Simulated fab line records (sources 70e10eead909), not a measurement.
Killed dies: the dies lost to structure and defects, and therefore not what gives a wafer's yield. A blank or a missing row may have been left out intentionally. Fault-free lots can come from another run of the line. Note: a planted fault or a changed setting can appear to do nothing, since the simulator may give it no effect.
fab line records	flow nand_harc
[record] lots = 5	wafers = 14	last_day = 31
route steps=1302 shown P_M1@287 P_M2@318 END@1302
lots with no fault: from the same line, run without faults
start_h: start of the lot's first displayed wafer, in hours after the record's first day	wait_h: hours elapsed since this lot's preceding step	" same as the row above	L1.1+2: a row that stands for several wafers	- no value, or no start was given	* or withheld: withheld	< > ~ a bound
route shown NAME@n: a module of which the file shows steps, and the number in the route of the first	usual: mean and standard deviation over wafers with no fault	same: alike in all rows	chamber/n: place in a boat	sites: per-site readings	_std_site: standard deviation of those values	_edge_site: inner sites' mean taken away from outer sites' mean	radius_mm: how far each site lies from the wafer's centre	mask NAME#n: copy n	behind: the most recent tool/chamber to have shaped the wafer	hold: why the lot was held/for how many hours/how that ended	device: which transistor (n, p or np) failed to switch	end of line: at the end of the route, the tests of the same wafers	a step given without rows: its recipe and nothing more	killed: at the first sort, the dies lost to defects and structure; wafer yield is something else	map: the dies of a wafer, with x for killed, . for not killed, _ for no die there
set.NAME: the run value of the setting; set.NAME@STEP: its run value at that earlier step	model.NAME: the simulator's own value behind a step, which no gauge read
certain route steps with their lots: each step a table, each wafer a row
services: the hour from which a tool's chamber was out of use, counted from the record's first day as start_h (under 0 if before that day), plus the number of hours and why
[[steps]]
[step NHARC_P_M1_HMDS_02]
[recipe] time_s = 30
[step NHARC_P_M1_COAT_34]
[recipe] temp_c = 200	time_s = 65
[step NHARC_P_M1_COAT_03]
[recipe] spin_rpm = 1500	resist_thk_nm = 90
[step NHARC_P_M1_SOFTBAKE_04]
[recipe] temp_c = 105	time_s = 55
[step NHARC_P_M1_EBR_05]
[step NHARC_P_M1_EXPOSE_06]
[recipe] na = 1.35	target_cd_nm = 130	dose_mj = 81.88	mask_id = P_M1
[step NHARC_P_M1_PEB_07]
[recipe] peb_temp_c = 100	peb_time_s = 65
[step NHARC_P_M1_DEVELOP_08]
[recipe] develop_time_s = 35	dev_temp_c = 23
[step NHARC_P_M1_CD_MEAS_09]
[recipe] target_cd_nm = 130	landing_energy_ev = 500
[usual] cd_nm = 130.0/0.55
lot.wafer	tool	chamber	start_h	wait_h	cd_nm
L244.2	cd_sem-02	0	141.62	-	130.4
L244.3	"	0	"	"	130.2
L244.5	"	0	"	"	130.3
L247.2	cd_sem-02	0	166.22	-	130.4
L247.4	"	0	"	"	129.7
L247.6	"	0	"	"	130.0
L246.1	cd_sem-02	0	168.12	-	130.2
L246.5	"	0	"	"	130.0
L246.6	"	0	"	"	130.1
L254.5	cd_sem-02	0	235.26	-	129.3
L254.6	"	0	"	"	129.3
L259.1	cd_sem-03	0	287.99	-	129.2
L259.3	"	0	"	"	130.4
L259.6	"	0	"	"	129.4
[step NHARC_P_M1_OVL_MEAS_10]
[recipe] pitch_nm = 260
[usual] overlay_x_nm = -0.2/0.92	overlay_y_nm = 0.3/0.71
lot.wafer	tool	chamber	start_h	wait_h	overlay_x_nm	overlay_y_nm
L244.2	overlay-01	-	141.71	-	0.6	-0.9
L244.3	"	-	"	"	0.1	-0.4
L244.5	"	-	"	"	0.8	-0.4
L247.2	overlay-01	-	166.31	-	-1.0	-0.5
L247.4	"	-	"	"	-1.3	-0.4
L247.6	"	-	"	"	-0.7	-1.2
L246.1	overlay-01	-	168.21	-	0.3	0.9
L246.5	"	-	"	"	0.7	0.8
L246.6	"	-	"	"	0.9	0.6
L254.5	overlay-01	-	235.33	-	-0.9	1.0
L254.6	"	-	"	"	-1.1	1.1
L259.1	overlay-01	-	288.08	-	0.5	0.1
L259.3	"	-	"	"	0.8	-0.2
L259.6	"	-	"	"	0.5	0.2
[step NHARC_P_M1_DESCUM_14]
[recipe] time_s = 3	o2_flow_sccm = 200	ar_flow_sccm = 0	bias_power_w = 0	chemistry = O2
[step NHARC_P_M1_ETCH_35]
[recipe] target_depth_a = 400	overetch_a = 120	time_s = 43.94	ion_energy_ev = 200	n2_flow_sccm = 150	h2_flow_sccm = 150	ar_flow_sccm = 0	rf_w = 400	bias_w = 150	chemistry = N2/H2
[usual] chamber_pressure_mTorr = 30.001/0.028	drypump_motor_current_A = 5.89/0.3	h2_flow_sccm = 150.0/0.44	oes_product_au = 1.004/0.011	rf_vpp_V = 429.1/1.7	showerhead_plenum_p_Torr = 1.99/0.056	throttle_valve_pct = 14.171/0.01
lot.wafer	tool	chamber	start_h	wait_h	chamber_pressure_mTorr	drypump_motor_current_A	h2_flow_sccm	oes_product_au	rf_hours_counter_h	rf_vpp_V	showerhead_plenum_p_Torr	throttle_valve_pct
L244.2	rie_diel-11	2	142.07	0.2	30.053	5.64	150.3	1.017	6	430.0	2.00	14.171
L244.3	"	0	"	"	30.008	6.04	148.9	0.999	5	429.4	1.95	14.173
L244.5	"	2	"	"	30.014	5.66	150.0	1.015	-	431.7	2.00	14.175
L247.4	rie_diel-11	0	166.50	0.1	30.001	6.04	149.9	0.992	8	425.8	1.95	14.175
L247.2	"	1	"	"	29.991	5.99	149.9	0.978	4	429.9	2.00	14.176
L247.6	"	0	"	"	30.026	6.02	150.6	0.997	-	428.0	1.95	14.171
L246.1	rie_diel-07	3	168.39	0.1	29.980	6.14	149.8	1.000	4	430.1	2.05	14.183
L246.6	"	3	"	"	30.011	6.13	150.0	1.008	-	431.3	2.05	14.183
L246.5	"	0	"	"	30.020	5.31	150.0	1.003	-	427.4	1.89	14.183
L254.5	rie_diel-07	1	235.54	0.1	30.016	5.92	150.8	1.002	-	428.6	1.98	14.163
L254.6	"	2	"	"	29.996	6.24	149.3	1.006	-	429.9	2.02	14.162
L259.3	rie_diel-11	0	288.26	0.1	29.985	6.06	149.7	1.022	3	428.2	1.94	14.158
L259.1	"	3	"	"	30.031	5.72	150.3	1.009	3	428.4	2.01	14.172
L259.6	"	1	"	"	30.008	5.98	150.4	1.004	-	428.0	2.00	14.154
[step NHARC_P_M1_ETCH_15]
[recipe] target_depth_a = 1825	time_s = 91.2	c4f8_flow_sccm = withheld	ar_flow_sccm = 400	rf_w = 600	bias_w = 300	chemistry = C4F8/Ar
[usual] chamber_pressure_mTorr = 25.002/0.021	oes_product_au = 0.959/0.022	rf_vpp_V = 439.5/1.7
lot.wafer	tool	chamber	start_h	wait_h	chamber_pressure_mTorr	oes_product_au	rf_hours_counter_h	rf_vpp_V
L244.2	rie_diel-11	3	-	-	24.994	0.938	5	439.6
L244.3	"	2	"	"	25.010	0.945	6	438.7
L244.5	"	2	"	"	25.014	0.943	-	439.8
L247.2	rie_diel-11	2	-	-	25.033	0.958	8	439.9
L247.4	"	0	"	"	24.983	0.940	8	437.2
L247.6	"	3	"	"	25.045	0.967	-	440.4
L246.1	rie_diel-07	1	-	-	24.980	0.984	3	439.0
L246.6	"	0	"	"	25.037	0.985	-	435.2
L246.5	"	1	"	"	24.979	0.987	-	440.0
L254.5	rie_diel-07	2	-	-	24.992	0.967	-	440.8
L254.6	"	3	"	"	25.003	0.975	-	441.3
L259.1	rie_diel-11	3	-	-	25.021	0.972	3	439.8
L259.3	"	2	"	"	24.978	0.969	2	440.4
L259.6	"	0	"	"	25.025	1.004	-	437.5
[step NHARC_P_M1_CD_MEAS_16]
[usual] cd_nm = 129.9/0.78
lot.wafer	tool	chamber	start_h	wait_h	cd_nm
L244.2	cd_sem-02	-	142.32	-	130.4
L244.3	"	-	"	"	130.1
L244.5	"	-	"	"	130.2
L247.2	cd_sem-03	-	166.71	-	130.4
L247.4	"	-	"	"	130.1
L247.6	"	-	"	"	130.4
L246.1	cd_sem-03	-	168.61	-	130.0
L246.5	"	-	"	"	130.0
L246.6	"	-	"	"	128.8
L254.5	cd_sem-03	-	235.74	-	129.1
L254.6	"	-	"	"	129.7
L259.1	cd_sem-02	-	288.48	-	129.4
L259.3	"	-	"	"	129.5
L259.6	"	-	"	"	129.6
[step NHARC_P_M1_STRIP_18]
[recipe] power_w = 1000	n2_flow_sccm = 150	h2_flow_sccm = 150	ar_flow_sccm = 0	bias_w = 0	chemistry = N2/H2
[step NHARC_P_M1_ETCH_28]
[recipe] target_depth_a = 300	over_etch_frac = 0.3	time_s = 72.99	ion_energy_ev = 150	cf4_flow_sccm = 50	n2_flow_sccm = 100	ar_flow_sccm = 150	rf_w = 300	bias_w = 100	chemistry = CF4/N2
[usual] chamber_pressure_mTorr = 30.00/0.031	drypump_motor_current_A = 5.93/0.29	oes_product_au = 1.002/0.011	rf_vpp_V = 313.3/1.3	showerhead_plenum_p_Torr = 2.58/0.065	throttle_valve_pct = 19.794/0.0091
lot.wafer	tool	chamber	start_h	wait_h	chamber_pressure_mTorr	drypump_motor_current_A	oes_product_au	rf_hours_counter_h	rf_vpp_V	showerhead_plenum_p_Torr	throttle_valve_pct
L244.3	rie_diel-11	0	-	-	29.99	6.05	1.007	5	311.3	2.52	19.785
L244.2	"	2	"	"	29.97	5.65	1.006	6	312.8	2.58	19.785
L244.5	"	3	"	"	29.96	5.77	1.009	-	312.7	2.59	19.796
L247.4	rie_diel-07	1	-	-	30.01	5.89	1.014	3	313.1	2.56	19.791
L247.2	"	2	"	"	30.01	6.29	1.000	4	313.6	2.60	19.805
L247.6	"	1	"	"	30.05	5.91	0.998	-	312.1	2.56	19.790
L246.1	rie_diel-11	0	-	-	30.01	6.04	1.000	9	311.9	2.52	19.773
L246.5	"	1	"	"	30.00	5.92	0.985	-	314.5	2.58	19.802
L246.6	"	2	"	"	30.06	5.65	1.018	-	312.8	2.58	19.808
L254.5	rie_diel-07	2	-	-	30.01	6.26	0.996	-	313.6	2.60	19.791
L254.6	"	3	"	"	29.98	6.14	1.002	-	315.2	2.63	19.790
L259.1	rie_diel-07	3	-	-	30.03	6.15	1.006	12	313.3	2.63	19.798
L259.3	"	1	"	"	30.06	5.95	1.008	11	312.7	2.55	19.792
L259.6	"	2	"	"	29.99	6.32	0.999	-	312.9	2.60	19.797
[step NHARC_P_M1_STRIP_19]
[recipe] time_s = 600	temp_c = 30	chemistry = post_etch_residue_remover
[step NHARC_P_M1_DEGAS_29]
[recipe] temp_c = 250	time_s = 60
[usual] heater_power_w = 320/36
lot.wafer	tool	chamber	start_h	wait_h	heater_power_w
L244.3	pvd_sputter-01	-	143.10	-	304
L244.2	"	-	"	"	359
L244.5	"	-	"	"	301
L247.4	pvd_sputter-01	-	167.42	-	408
L247.2	"	-	"	"	361
L247.6	"	-	"	"	405
L246.1	pvd_sputter-03	-	169.33	-	310
L246.6	"	-	"	"	318
L246.5	"	-	"	"	305
L254.5	pvd_sputter-03	-	236.48	-	305
L254.6	"	-	"	"	319
L259.3	pvd_sputter-01	-	289.19	-	309
L259.1	"	-	"	"	396
L259.6	"	-	"	"	389
[step NHARC_P_M1_PRE_CLEAN_30]
[recipe] time_s = 30	temp_c = 280	gas = H2/He
[step NHARC_P_M1_PVD_20]
[recipe] target_thk_a = 50	bias_v = 168.6	power_w = 15000	chamber_pressure_pa = 0.12	time_s = 8.06	substrate_temp_c = 50	material = TaN
[step NHARC_P_M1_PVD_21]
[recipe] target_thk_a = 300	chamber_pressure_pa = 5	power_w = 5000	substrate_temp_c = 30	time_s = 20.49	material = Cu
[usual] throttle_valve_pct = 29.8/1
lot.wafer	tool	chamber	start_h	wait_h	throttle_valve_pct
L244.2	pvd_sputter-01	-	-	-	29.6
L244.3	"	-	"	"	30.7
L244.5	"	-	"	"	28.6
L247.4	pvd_sputter-01	-	-	-	30.5
L247.2	"	-	"	"	28.7
L247.6	"	-	"	"	29.2
L246.1	pvd_sputter-03	-	-	-	30.9
L246.6	"	-	"	"	29.9
L246.5	"	-	"	"	31.0
L254.5	pvd_sputter-03	-	-	-	31.3
L254.6	"	-	"	"	31.2
L259.3	pvd_sputter-01	-	-	-	29.5
L259.1	"	-	"	"	30.3
L259.6	"	-	"	"	29.4
[step NHARC_P_M1_ECD_22]
[recipe] target_thk_a = 4000	bath_temp_c = 25	material = Cu
[step NHARC_P_M1_ANNEAL_31]
[recipe] temp_c = 225	time_s = 90
[step NHARC_P_M1_CMP_23]
[recipe] t_overpolish_s = 20	target_thk_nm = 157.82
[usual] edge_zone_pressure_frac = 1.000/0.0051	motor_current_A = 12.4/1.2	time_to_endpoint_s = 29.3/2.4
lot.wafer	tool	chamber	start_h	wait_h	edge_zone_pressure_frac	motor_current_A	time_to_endpoint_s
L244.2	cmp-04	1	144.18	-	0.995	12.3	30.5
L244.3	"	2	"	"	0.999	11.7	32.8
L244.5	"	2	"	"	1.003	12.0	30.1
L247.4	cmp-01	1	168.56	-	1.001	14.4	20.9
L247.2	"	2	"	"	0.999	12.2	25.3
L247.6	"	0	"	"	0.991	12.2	26.7
L246.1	cmp-04	3	170.46	-	1.012	12.5	30.8
L246.5	"	1	"	"	0.997	11.3	29.2
L246.6	"	2	"	"	1.007	10.8	27.8
L254.6	cmp-04	0	237.88	-	0.993	11.5	26.2
L254.5	"	1	"	"	1.009	12.4	26.1
L259.1	cmp-03	2	290.30	-	0.998	14.2	33.2
L259.3	"	3	"	"	0.997	10.9	33.1
L259.6	"	1	"	"	0.999	13.9	33.5
[step NHARC_P_M1_THK_MEAS_24]
[recipe] thk_meas_gauge = xrf
[usual] thk_nm = 158.2/1.6
lot.wafer	tool	chamber	start_h	wait_h	thk_nm
L244.2	film_metro-02	-	144.50	-	157.3
L244.3	"	-	"	"	160.1
L244.5	"	-	"	"	159.3
L247.2	film_metro-02	-	168.82	-	155.8
L247.4	"	-	"	"	156.8
L247.6	"	-	"	"	154.7
L246.1	film_metro-02	-	170.72	-	160.1
L246.5	"	-	"	"	158.5
L246.6	"	-	"	"	159.1
L254.5	film_metro-02	-	238.08	-	156.6
L254.6	"	-	"	"	158.3
L259.1	film_metro-02	-	290.58	-	159.5
L259.3	"	-	"	"	158.7
L259.6	"	-	"	"	157.1
[step NHARC_P_M1_SRD_25]
[step NHARC_P_M1_PRE_CLEAN_32]
[recipe] time_s = 12	temp_c = 370	rf_power_w = 300	gas = NH3
[step NHARC_P_M1_DEP_33]
[recipe] target_thk_a = 300	temp_c = 370	target_thk_nm = 30	pressure_torr = 3	flow_sccm = 200	rf_w = 450	material = SiCN
[step NHARC_P_M2_DEP_00]
[recipe] target_thk_a = 1825	target_thk_nm = 182.5	temp_c = withheld	pressure_torr = 5	flow_sccm = 200	rf_w = 600	material = SiOC
[step NHARC_P_M2_DEHYDRATE_01]
[recipe] temp_c = 150	time_s = 120
[step NHARC_P_M2_HMDS_02]
[recipe] time_s = 30
[step NHARC_P_M2_COAT_34]
[recipe] temp_c = 200	time_s = 65
[step NHARC_P_M2_COAT_03]
[recipe] spin_rpm = 1500	resist_thk_nm = 90
[step NHARC_P_M2_SOFTBAKE_04]
[recipe] temp_c = 105	time_s = 55
[step NHARC_P_M2_EBR_05]
[step NHARC_P_M2_EXPOSE_06]
[recipe] na = 1.35	target_cd_nm = 170	dose_mj = 80.78	mask_id = P_M2
[step NHARC_P_M2_PEB_07]
[recipe] peb_temp_c = 100	peb_time_s = 65
[step NHARC_P_M2_DEVELOP_08]
[recipe] develop_time_s = 35	dev_temp_c = 23
[step NHARC_P_M2_CD_MEAS_09]
[recipe] target_cd_nm = 170	landing_energy_ev = 500
[usual] cd_nm = 170.2/0.64
lot.wafer	tool	chamber	start_h	wait_h	cd_nm
L244.2	cd_sem-03	0	146.06	-	170.7
L244.3	"	0	"	"	169.9
L244.5	"	0	"	"	169.6
L247.2	cd_sem-02	0	170.40	-	169.7
L247.4	"	0	"	"	170.3
L247.6	"	0	"	"	169.7
L246.1	cd_sem-03	0	172.55	-	171.2
L246.5	"	0	"	"	171.7
L246.6	"	0	"	"	171.1
L254.5	cd_sem-01	0	239.62	-	170.9
L254.6	"	0	"	"	170.3
L259.1	cd_sem-02	0	292.13	-	169.5
L259.3	"	0	"	"	170.0
L259.6	"	0	"	"	169.9
[step NHARC_END_SORT_01]
[recipe] temp_c = 25
[usual] defect_limited_yield = 91/3	killed_at_array = 56/21	killed_at_other = 0.8/1	killed_at_periphery = 3.6/2.8	killed_dies = 60/20	killed_open = 3.2/1.9	killed_short = 2.4/1.6
[same] gross_dies = 677
lot.wafer	tool	chamber	start_h	wait_h	defect_limited_yield[%]	killed_at_array	killed_at_other	killed_at_periphery	killed_dies	killed_open	killed_short
L244.2	prober-02	0	589.33	2.8	94	36	1	3	40	2	3
L244.3	prober-02	0	590.13	3.1	93	39	0	6	45	3	3
L244.5	prober-02	0	591.73	3.7	93	43	1	3	47	2	3
L247.2	prober-01	0	616.31	2.8	88	80	0	3	83	1	3
L247.4	prober-01	0	617.89	3.4	86	90	1	4	95	4	3
L247.6	prober-01	0	619.47	4.0	84	105	0	1	106	4	2
L254.5	prober-01	0	674.18	3.7	77	45	3	106	154	3	2
L254.6	prober-01	0	674.98	4.0	92	39	2	13	54	4	3
// killed by level:class
L244.2 A_SLIT:chamber_film_flake=14 A_STAIRCASE:chamber_film_flake=7 A_CHANNEL_HOLE_D2:chamber_film_flake=4 P_STI:geometric_particle:short=2 A_CONTACT:chamber_film_flake=2 A_CHANNEL_HOLE_D1:geometric_particle:short=1 A_CHANNEL_FILL_D2:geometric_particle:open=1 A_M0:geometric_particle:open=1
L244.3 A_SLIT:chamber_film_flake=20 A_CHANNEL_HOLE_D2:chamber_film_flake=10 A_STAIRCASE:chamber_film_flake=4 A_DECK1_JOINT:chamber_film_flake=2 P_STI:geometric_particle:open=1 P_CONTACT:geometric_particle:open=1 P_M0:geometric_particle:short=1 P_BONDPAD:geometric_particle:short=1
L244.5 A_SLIT:chamber_film_flake=23 A_CHANNEL_HOLE_D2:chamber_film_flake=5 A_STAIRCASE:chamber_film_flake=5 A_CONTACT:chamber_film_flake=3 P_ZERO_WELL:chamber_film_flake=2 P_GATE:geometric_particle:short=1 A_CHANNEL_HOLE_D1:geometric_particle:short=1 A_CHANNEL_FILL_D1:geometric_particle:open=1
L247.2 A_SLIT:chamber_film_flake=24 A_CHANNEL_HOLE_D2:chamber_film_flake=24 A_CHANNEL_HOLE_D1:chamber_film_flake=20 A_CONTACT:chamber_film_flake=7 A_WL_FILL:chamber_film_flake=2 P_M0:geometric_particle:short=1 A_CHANNEL_FILL_D2:geometric_particle:short=1 A_CONTACT:geometric_particle:short=1
L247.4 A_CHANNEL_HOLE_D2:chamber_film_flake=27 A_SLIT:chamber_film_flake=23 A_CHANNEL_HOLE_D1:chamber_film_flake=18 A_CONTACT:chamber_film_flake=9 A_WL_FILL:chamber_film_flake=3 A_CHANNEL_FILL_D2:geometric_particle:short=2 A_ZERO_WELL:chamber_film_flake=2 A_STAIRCASE:chamber_film_flake=2
L247.6 A_CHANNEL_HOLE_D1:chamber_film_flake=36 A_CHANNEL_HOLE_D2:chamber_film_flake=33 A_SLIT:chamber_film_flake=24 A_CONTACT:chamber_film_flake=5 A_DECK1_JOINT:geometric_particle:short=2 A_CHANNEL_FILL_D2:geometric_particle:open=2 A_ONON_D1:geometric_particle:open=1 A_WL_FILL:geometric_particle:open=1
L254.5 P_M1:unspecified=75 A_SLIT:chamber_film_flake=24 P_M0:unspecified=20 A_CHANNEL_HOLE_D2:chamber_film_flake=10 P_CONTACT:chamber_film_flake=7 P_BONDPAD:chamber_film_flake=3 A_CHANNEL_HOLE_D1:chamber_film_flake=3 THIN_TSV:chamber_film_flake=3
L254.6 A_SLIT:chamber_film_flake=14 P_CONTACT:chamber_film_flake=8 A_CHANNEL_HOLE_D2:chamber_film_flake=7 P_BONDPAD:chamber_film_flake=4 A_CHANNEL_HOLE_D1:chamber_film_flake=4 A_STAIRCASE:chamber_film_flake=3 A_DECK1_JOINT:chamber_film_flake=2 A_CONTACT:chamber_film_flake=2
// map L254.5 (x killed, . not)
____________.____________
_________..xx..._________
_______xx........._______
______xxx......x...______
_____xxxxx.....x..x._____
____xxxxxx...........____
____xxxxxxx..........____
___xxxxxxxx....x....x.___
___xxxxxx.x....x.x..xx___
__xxxxxxx............xx__
__xxxxxxxx.........xxxx__
_.xxxxxxxx.........xxxxx_
_x.xxxxxx...x......x.xxx_
_.xxxxx..........x.xxxxx_
_..xxxx.........x.x.xxxx_
_...................xxxx_
...................x.x.x.
.........xx..........x...
......................x.x
................x........
......................x..
_..x..x................._
_...........x....x......_
_..x...................._
_.........x............._
_..........x.....x......_
__..x.x................__
__..x..x..xx...........__
___.....x.............___
___....x...x..........___
____..x..............____
____.....x...........____
_____.........x....._____
______......x......______
_______.....x..x.._______
_________......x_________
____________.____________
// map L246.1 (x killed, . not)
____________.____________
_________......._________
_______x.........._______
______.............______
_____..............._____
____......x..........____
____......xxx........____
___......xx.....x.....___
___........x..x.....xx___
__...................xx__
__...x......x.......x.x__
_.................x.xxxx_
_...................xxxx_
_..................xxxxx_
_.................x..xxx_
_.................x.x..._
....................xx.x.
....................x....
.........................
....x....................
.........................
_..........x............_
_......................._
_......................._
_......................._
_......................._
__.....................__
__............x.......x__
___..............x....___
___..............xx.x.___
____.................____
____.............xx..____
_____..............._____
______............x______
_______..........._______
_________......._________
____________x____________
[[services]]
tool	chamber	start_h	hours	kind
rie_diel-11	0	136.53	-	clean
rie_diel-11	3	138.14	3.9	repair
rie_diel-11	1	156.06	9.9	repair
cmp-03	-	162.06	4.0	pm
rie_diel-11	-	164.17	0.9	repair
pvd_sputter-03	-	170.00	10.0	pm
rie_diel-11	0	189.51	6.1	repair
cmp-01	-	190.75	1.5	repair
cmp-03	-	194.07	0.6	repair
pvd_sputter-01	-	201.51	0.7	repair
cmp-01	-	205.01	0.5	repair
rie_diel-11	3	207.32	2.9	repair
cmp-01	-	208.15	4.0	pm
cmp-04	-	209.00	4.0	pm
cmp-04	-	223.14	2.6	repair
pvd_sputter-01	-	226.00	10.0	pm
cmp-01	-	226.06	1.5	repair
cmp-04	-	227.62	0.7	repair
rie_diel-11	-	229.24	2.5	repair
cmp-04	-	244.56	3.0	repair
rie_diel-11	-	255.50	9.0	pm
cmp-03	-	260.06	4.0	pm
cmp-01	-	279.26	0.3	repair
cmp-04	-	280.99	0.7	repair
[[key]]
[first_sign] step = NHARC_END_SORT_01	reading = killed_at_periphery	direction = up	sigmas = 37	usual = 3.6	struck = 106
[effect] step = NHARC_END_SORT_01	reading = defect_limited_yield	direction = down	sigmas = 4.6	usual = 91	struck = 77
[more_kills_born_at] NHARC_P_M1_ETCH_35@rie_diel-07 = 75
met_at NHARC_P_M1_ETCH_35
struck_wafers L254.5
[earlier_fault] kind = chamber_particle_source	tool = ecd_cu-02	chamber = 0	onset_h = 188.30	steps = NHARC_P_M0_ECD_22	rate_per_visit_cm2 = 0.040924
[fault] kind = chamber_particle_source	tool = rie_diel-07	chamber = 1	onset_h = 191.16	steps = NHARC_P_M1_ETCH_35	rate_per_visit_cm2 = 2.0831
